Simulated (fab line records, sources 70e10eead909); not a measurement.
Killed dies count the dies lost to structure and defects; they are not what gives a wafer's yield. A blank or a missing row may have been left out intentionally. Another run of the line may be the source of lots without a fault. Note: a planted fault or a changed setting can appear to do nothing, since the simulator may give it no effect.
Which tool is to blame? -- flow nand_harc -- 39 wafers from 14 lots sampled at 5 of the route's 1302 steps

## WHAT EACH GAUGE READ, for each wafer
NHARC_A_SGD_CUT_INSPECT_25. Usual: raw_defect_count at 361, with a standard deviation of 69.
lot,measured,on,raw_defect_count,flag
L201,day 19 06:28,defect_inspect-02,287 492 227,
L202,day 19 20:00,defect_inspect-01,398 387 504,
L205,day 21 00:26,defect_inspect-01,372 333 346,
L207,day 22 23:03,defect_inspect-01,340 376 369,
L209,day 23 07:07,defect_inspect-01,486 365 383,
L212,day 23 20:43,defect_inspect-01,375 347 404,
L211,day 23 20:43,defect_inspect-02,305 307 357,
L213,day 24 08:25,defect_inspect-01,399 354 381,
L217,day 25 16:37,defect_inspect-02,408 257,
L216,day 26 01:05,defect_inspect-02,424 386,
L218,day 26 12:23,defect_inspect-02,341 236,
L222,day 27 19:08,defect_inspect-01,347 374 304,
L223,day 28 15:52,defect_inspect-02,407 353 413,
L224,day 28 16:01,defect_inspect-02,456 239 249,

NHARC_A_SIN_REMOVE_INSPECT_04. Usual: raw_defect_count at 364, with a standard deviation of 75.
lot,measured,on,raw_defect_count,flag
L201,day 20 05:07,defect_inspect-01,271 479 222,
L202,day 20 16:06,defect_inspect-02,398 400 557,
L205,day 21 18:35,defect_inspect-02,389 358 386,
L207,day 23 16:52,defect_inspect-01,326 337 357,
L209,day 24 01:08,defect_inspect-02,491 376 395,
L212,day 24 15:14,defect_inspect-02,440 396 450,
L211,day 24 18:54,defect_inspect-01,303 298 331,
L213,day 25 02:31,defect_inspect-01,368 369 343,
L217,day 26 12:42,defect_inspect-02,450 298,
L216,day 26 20:23,defect_inspect-02,451 442,
L218,day 27 07:20,defect_inspect-01,376 288,
L222,day 28 14:41,defect_inspect-01,309 396 313,
L223,day 29 10:21,defect_inspect-01,303 332 340,
L224,day 29 10:22,defect_inspect-02,477 297 301,

NHARC_END_SORT_01. Usual: killed_at_array 55, standard deviation 12; killed_at_other 1.0, standard deviation 1.2; killed_at_periphery 3.9, standard deviation 2.6; killed_dies 60, standard deviation 12; killed_open 3.3, standard deviation 1.9; killed_short 2.5, standard deviation 1.8.
lot,measured,on,killed_at_array,killed_at_other,killed_at_periphery,killed_dies,killed_open,killed_short,flag
L217,day 30 09:40,prober-02,68 670,0 0,0 7,68 677,1 4,1 0,OFF
L216,day 31 04:52,prober-01,66 672,6 4,3 1,75 677,4 2,4 4,OFF
L218,day 31 12:39,prober-01,52 669,0 0,3 8,55 677,5 4,0 0,OFF

## TOOL THAT RAN EACH LOT (tool first, then ch and the chambers of the sampled wafers, then the start)
lot,NHARC_A_SLIT_STRIP_18,NHARC_A_WL_FILL_ETCHBACK_16
L201,"rie_diel-04 ch 1,2,3, day 20 05:07 or earlier","rie_diel-08 ch 0,3, day 20 16:22"
L202,"rie_diel-09 ch 1,2,3, day 20 16:06 or earlier","rie_diel-08 ch 0,1,3, day 21 14:08"
L205,"rie_diel-12 ch 2,3, day 21 18:35 or earlier","rie_diel-03 ch 0,1, day 22 05:52"
L207,"rie_diel-09 ch 0,2,3, day 23 16:52 or earlier","rie_diel-08 ch 1,2,3, day 24 06:18"
L209,"rie_diel-12 ch 1,2,3, day 24 01:08 or earlier","rie_diel-08 ch 0,2,3, day 24 12:23"
L212,"rie_diel-04 ch 0,1,3, day 24 15:14 or earlier","rie_diel-05 ch 1,2, day 25 03:14"
L211,"rie_diel-04 ch 0,1,3, day 24 18:54 or earlier","rie_diel-08 ch 0,1,2, day 25 08:05"
L213,"rie_diel-09 ch 0,1,3, day 25 02:31 or earlier","rie_diel-08 ch 0,3, day 25 14:59"
L217,"rie_diel-09 ch 0,3, day 26 12:42 or earlier","rie_diel-08 ch 0,3, day 26 22:57"
L216,"rie_diel-04 ch 3, day 26 20:23 or earlier","rie_diel-08 ch 0, day 27 11:46"
L218,"rie_diel-04 ch 0,2, day 27 07:20 or earlier","rie_diel-08 ch 2, day 27 20:13"
L222,"rie_diel-12 ch 0,2, day 28 14:41 or earlier","rie_diel-03 ch 0,2,3, day 29 02:06"
L223,"rie_diel-12 ch 2,3, day 29 10:21 or earlier","rie_diel-03 ch 0,1,3, day 29 22:14"
L224,"rie_diel-12 ch 0,1, day 29 10:22 or earlier","rie_diel-05 ch 0,1, day 29 22:08"
- NHARC_A_SLIT_STRIP_18: strips in O2.
- NHARC_A_WL_FILL_ETCHBACK_16: etches the open film in C4F8/O2/Ar, target depth 120 nm, time 24 s.

## WHAT THE TOOLS THEMSELVES READ (means of the sampled wafers that have a number; where no wafer has one, the mark that the record gives instead)
NHARC_A_SLIT_STRIP_18. Usual: drypump_motor_current_A 5.9 A, standard deviation 0.64; oes_product_au 0.998 a.u., standard deviation 0.01; rf_vpp_V 57.6 V, standard deviation 0.87; showerhead_plenum_p_Torr 3.46 Torr, standard deviation 0.12; throttle_valve_pct 17.037 %, standard deviation 0.0095.
lot,tool,drypump_motor_current_A (A),oes_product_au (a.u.),rf_vpp_V (V),showerhead_plenum_p_Torr (Torr),throttle_valve_pct (%),flag
L201,rie_diel-04,6.0,0.989,57.3,3.47,17.034,
L202,rie_diel-09,5.6,1.003,57.8,3.52,17.036,
L205,rie_diel-12,6.5,0.999,57.3,3.40,17.039,
L207,rie_diel-09,5.5,0.999,57.2,3.45,17.042,
L209,rie_diel-12,5.8,0.992,57.3,3.35,17.036,
L212,rie_diel-04,6.0,1.007,58.1,3.44,17.038,
L211,rie_diel-04,6.0,1.008,57.9,3.44,17.035,
L213,rie_diel-09,5.2,1.002,57.3,3.43,17.025,
L217,rie_diel-09,5.1,0.991,56.8,3.38,17.024,
L216,rie_diel-04,6.7,1.010,57.6,3.47,17.035,
L218,rie_diel-04,5.8,0.999,58.6,3.58,17.035,
L222,rie_diel-12,6.7,0.992,57.5,3.56,17.043,
L223,rie_diel-12,6.2,0.993,57.1,3.34,17.026,
L224,rie_diel-12,6.0,0.990,56.7,3.52,17.036,

NHARC_A_WL_FILL_ETCHBACK_16. Usual: oes_product_au 0.984 a.u., standard deviation 0.024; rf_vpp_V 724 V, standard deviation 4; run_length_s 45.4 s, standard deviation 0.38.
lot,tool,oes_product_au (a.u.),rf_vpp_V (V),run_length_s (s),flag
L201,rie_diel-08,1.001,723,45.7,
L202,rie_diel-08,1.006,724,45.4,
L205,rie_diel-03,1.000,725,45.2,
L207,rie_diel-08,0.996,725,45.4,
L209,rie_diel-08,0.998,724,45.4,
L212,rie_diel-05,1.007,724,45.2,
L211,rie_diel-08,0.993,723,45.3,
L213,rie_diel-08,1.006,727,45.8,
L217,rie_diel-08,1.009,725,38.0,OFF
L216,rie_diel-08,1.000,720,38.0,OFF
L218,rie_diel-08,0.994,722,37.4,OFF
L222,rie_diel-03,0.955,722,45.4,
L223,rie_diel-03,0.932,723,45.4,
L224,rie_diel-05,0.921,721,45.3,

## THE ANSWER, worked out from the rows above alone
Rule: a lot is off if the mean of its wafers that have a number lies more than 3 standard deviations from the usual mean. Also off: a lot with no number at a reading for which 4 or more lots have one. Any other lot the step has rows for is counted as sound. First the gauges in route order, then the tools' own readings, where a lot's mean is used as printed above. The first step at which some lot is off is used, and at that step the reading that is off furthest; a lot without a number counts as furthest.
Off: L217, L216, L218 (NHARC_END_SORT_01, killed_dies). Neither off nor sound, because the step has no rows for them: L201, L202, L205, L207, L209, L212, L211, L213, L222, L223, L224.
If a tool, at a process step before that reading, ran all the lots that are off and no sound lot after the first of them, it fits. Not tried: the gauges at NHARC_END_SORT_01; whatever is off there is also off at NHARC_A_WL_FILL_ETCHBACK_16, on other tools, and gauge error can't account for it. With no start given for some of its lots, NHARC_A_SLIT_STRIP_18 uses the hours and lot order of NHARC_A_SIN_REMOVE_INSPECT_04. One fits: rie_diel-08 at NHARC_A_WL_FILL_ETCHBACK_16. It ran no sound lot before its first lot that is off in this sample, so the start can't be narrowed down.

## WHAT THE SIMULATOR HAD INSERTED
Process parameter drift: rie_diel-08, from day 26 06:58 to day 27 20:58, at NHARC_A_WL_FILL_ETCHBACK_16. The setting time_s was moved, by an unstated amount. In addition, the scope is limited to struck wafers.
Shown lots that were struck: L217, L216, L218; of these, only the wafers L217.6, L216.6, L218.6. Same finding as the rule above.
